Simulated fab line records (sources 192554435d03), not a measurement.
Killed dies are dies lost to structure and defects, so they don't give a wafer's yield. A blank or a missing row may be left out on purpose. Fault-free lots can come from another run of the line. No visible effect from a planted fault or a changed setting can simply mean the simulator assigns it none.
Split-lot study | flow n5Finfet | 7 lots, 21 wafers read, on a route of 1938 steps

ON THE SPLIT
At N5_WELL_APT_COAT_19 (resist thk 950 nm), the setting spinRpm was moved away from the recipe's 1357 rpm on 4 of the 21 wafers read, by -3.8% to +10.0%. All remaining wafers had this setting at the recipe value.

The reading is taken at the split's own step.

THE READING
coat_of_WELL_APT_COAT_19.thkNm (the simulator's own value, which no gauge read), in nm, at N5_WELL_APT_COAT_19 (resist thk 950 nm). The file does not state a usual value for it. Average 949.1 nm, standard deviation 4.2 nm, over the 17 wafers here run with the recipe.

wafer  | tool, chamber at the split | spinRpm as run, rpm | against the recipe | coat_of_WELL_APT_COAT_19.thkNm, nm | against lot-mates on the recipe
L075.1 | lithoTrack-03, 0           | 1306                | -3.8%              | 966.4                              | +17.0
L075.2 | lithoTrack-03, 0           | 1357                | recipe             | 950.6                              | -
L075.4 | lithoTrack-03, 0           | 1357                | recipe             | 948.2                              | -
L082.2 | lithoTrack-05, 0           | 1357                | recipe             | 948.5                              | -
L082.3 | lithoTrack-05, 0           | 1493                | +10.0%             | 908.4                              | -41.5
L082.5 | lithoTrack-05, 0           | 1357                | recipe             | 951.2                              | -
L085.4 | lithoTrack-05, 0           | 1357                | recipe             | 945.8                              | -
L085.5 | lithoTrack-05, 0           | 1357                | recipe             | 947                                | -
L085.6 | lithoTrack-05, 0           | 1357                | recipe             | 947.7                              | -
L086.2 | lithoTrack-01, 0           | 1357                | recipe             | 957.9                              | -
L086.3 | lithoTrack-01, 0           | 1357                | recipe             | 955.6                              | -
L086.4 | lithoTrack-01, 0           | 1357                | recipe             | 956.1                              | -
L087.1 | lithoTrack-01, 0           | 1410                | +3.9%              | 933.8                              | -16.7
L087.2 | lithoTrack-01, 0           | 1357                | recipe             | 949.7                              | -
L087.6 | lithoTrack-01, 0           | 1357                | recipe             | 951.2                              | -
L089.1 | lithoTrack-03, 0           | 1357                | recipe             | 945                                | -
L089.2 | lithoTrack-03, 0           | 1357                | recipe             | 942.4                              | -
L089.4 | lithoTrack-03, 0           | 1357                | recipe             | 945.5                              | -
L091.1 | lithoTrack-05, 0           | 1357                | recipe             | 947.1                              | -
L091.4 | lithoTrack-05, 0           | 1357                | recipe             | 944.4                              | -
L091.6 | lithoTrack-05, 0           | 1491                | +9.9%              | 903.2                              | -42.5

THE FIT
A straight line over all 21 wafers: coat_of_WELL_APT_COAT_19.thkNm changes by -4.34 nm for each +1% of spinRpm; r = -0.96; the points scatter about the line by 4.1 nm.
The same after taking each lot's own level away (the mean of its wafers on the recipe; 21 wafers): -4.25 nm for each +1%; r = -1.00; scatter 1.1 nm.
The reading moves by 43 nm for the largest change in spinRpm, on that fit.
The lots' own levels span 944.30 to 956.53 nm, that is 2.9 times the standard deviation above.
The two slopes agree, so the slope changes little with the lot-to-lot level.
Check: -43.4 nm against its lot-mates is what the line predicts for one of the wafers moved furthest among these (+10.0%) when that wafer is left out of the fit. Against them it came out at -41.5 nm.

THE OTHER SPLITS THESE WAFERS WENT THROUGH
Before the reading, these wafers also passed through other splits. Each is held against what the fit with the lots' levels taken away leaves over:
other split on the same wafers | wafers away from the commonest value | r with coat_of_WELL_APT_COAT_19.thkNm (lot level and that fit taken away)
N5_WELL_APT_COAT_02 spinRpm    | 8                                    | +0.21

THE FILE'S OWN FIT
coat_of_WELL_APT_COAT_19.thkNm changes by -4.24 nm for each +1% of spinRpm, r = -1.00.
